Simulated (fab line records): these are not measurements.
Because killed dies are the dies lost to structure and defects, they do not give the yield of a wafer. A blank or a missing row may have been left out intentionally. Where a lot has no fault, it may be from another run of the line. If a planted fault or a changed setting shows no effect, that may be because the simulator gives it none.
A struck lot beside a sound one :: flow n5 finfet :: 22 out of 1938 route steps
Sound: the wafers L206.1, L206.3, L206.4. Wafers L225.2, L225.4, L225.6 were the ones struck. Last of all comes the cause.
Per side, at each step with rows, come the tool, then ch with its chambers, and then its first start. Under that, the readings that differ: sound wafers :: struck wafers :: difference of the means :: sigmas: that difference in standard deviations of wafers without a fault.
alike: words and numbers the same on both sides, and readings whose means are apart by under 2 such deviations; not compared: readings that were withheld, readings missing a value for some wafer, numbers with overlapping values and no deviation given by the record, and bounds like >300 which may hide the same value.
A row with sigmas, a row that says differs or no value, or rows on one side alone: a step with any of these is where the two part. Numbers that have no deviation but don't overlap get no sigmas and don't part them. Lack of a reading on every wafer of one side parts them only where that side has two or more wafers.

N5_BEOL_M2_ANNEAL_87: time 240 s.
  sound on pvd sputter-03, day 6 19:57; struck on pvd sputter-01, day 13 07:11
  alike: heater power w
then, 5 steps without rows for these wafers: N5_BEOL_M2_SPUTTER_88 (material Cu, target thk 4.5 nm, time 8.29 s); N5_BEOL_M2_ANNEAL_89 (time 240 s); N5_BEOL_M2_SPUTTER_90 (material Cu, target thk 4.5 nm, time 8.29 s); N5_BEOL_M2_ANNEAL_91 (time 240 s); N5_BEOL_M2_SPUTTER_92 (material Cu, target thk 4.5 nm, time 8.29 s).
N5_BEOL_M2_ANNEAL_93: time 240 s.
  sound on pvd sputter-03, day 6 20:37; struck on pvd sputter-01, day 13 07:50
  alike: heater power w
then, 1 step without rows for these wafers: N5_BEOL_M2_SPUTTER_94 (material Cu, target thk 4.5 nm, time 8.29 s).
N5_BEOL_M2_ANNEAL_95: time 240 s.
  sound on pvd sputter-03, day 6 20:50; struck on pvd sputter-01, day 13 08:04
  alike: heater power w
then, 3 steps without rows for these wafers: N5_BEOL_M2_SPUTTER_96 (material Cu, target thk 4.5 nm, time 8.29 s); N5_BEOL_M2_ECD_50 (material Cu, target thk 300 nm); N5_BEOL_M2_ANNEAL_51 (time 90 s).
N5_BEOL_M2_CMP_52: polishes, stops on SiOC, t overpolish 6.8 s, target thk 40 nm.
  sound on cmp-01 ch 0,2,3, day 6 22:31; struck on cmp-04 ch 0,2, day 13 08:41
  no value came back on the struck wafers for any of 5 readings (barrier field endpoint s (s), clearing platen down force psi (psi) and others); on the sound wafers barrier field endpoint s (s) reads 24.5 25.3 24.6
reading: model.Cu_of_BEOL_M2_ECD_50.thk nm (nm)
sound: 37.8 37.8 39
struck: 304.6 298.2 302
difference: +263.4
sigmas: 

reading: model.SiO2_of_BEOL_M2_PECVD_72.thk nm (nm)
sound: 0 0 0
struck: 15.8 16.2 16.2
difference: +16.1
sigmas: 

reading: model.SiOC_of_BEOL_M2_ILD_DEP_00.thk nm (nm)
sound: 75.6 75.8 76.8
struck: 78 80 79.2
difference: +3
sigmas: 
N5_BEOL_M2_THK_MEAS_53: measures by xrf.
  sound on film metro-01, day 6 22:46; struck on film metro-01, day 13 08:59
reading: M2_THK (nm)
sound: 38.2 37.8 39.1
struck: 306.8 302.0 305.6
difference: +266.4
sigmas: +99 or more
then, 1 step without rows for these wafers: N5_BEOL_M2_PRE_CLEAN_60 (time 15 s).
N5_BEOL_M2_CO_CAP_55: material Co, precursor CCTBA/H2, target thk 2 nm, time 102.1 s.
  sound on cvd co-02 ch 0,1, day 6 22:51; struck on cvd co-02 ch 1,2, day 13 09:04
  alike: heater power w
then, 1 step without rows for these wafers: N5_BEOL_M2_PRE_CLEAN_56 (time 15 s).
N5_BEOL_M2_DEP_57: deposits SiCN from 3MS/NH3, target thk 8 nm, time 14 s.
  sound on pecvd-02 ch 0,2, day 6 22:58; struck on pecvd-02 ch 0,1,2, day 13 09:11
  alike: rf fwd power W, showerhead plenum p Torr, throttle valve pct
N5_BEOL_M2_RS_MEAS_58: measurement is done with a four-point probe.
  sound on film metro-02, day 6 23:04; struck on film metro-01, day 13 09:15
reading: M2_RS (ohm/sq)
sound: 0.717 0.720 0.691
struck: 0.057 0.058 0.058
difference: -0.652
sigmas: -23
N5_BEOL_M2_INSPECT_59: inspects for defects (darkfield).
  sound on defect inspect-02, day 6 23:05; struck on defect inspect-02, day 13 09:16
reading: raw defect count
sound: 56 76 103
struck: 5982 5900 5840
difference: +5829
sigmas: +99 or more
N5_BEOL_M4_RC_MEAS_101:
  the record has rows for the sound wafers here (prober-02 ch 0, day 8 15:39) and none for the struck ones
-- a jump in the record: the struck wafers' starts before and after are 6 days apart (it breaks off in module BEOL_M4 and resumes in module PASSIVATION, where the first step shown is number 1936 of the route) --
N5_PASSIVATION_PROBE_49:
  record: rows for the struck wafers here (prober-01, day 19 03:40), none for the sound ones

WHERE THEY PART
Last at N5_PASSIVATION_PROBE_49 as far as this record goes, first at N5_BEOL_M2_CMP_52.

WHY: what had been put in by the simulator
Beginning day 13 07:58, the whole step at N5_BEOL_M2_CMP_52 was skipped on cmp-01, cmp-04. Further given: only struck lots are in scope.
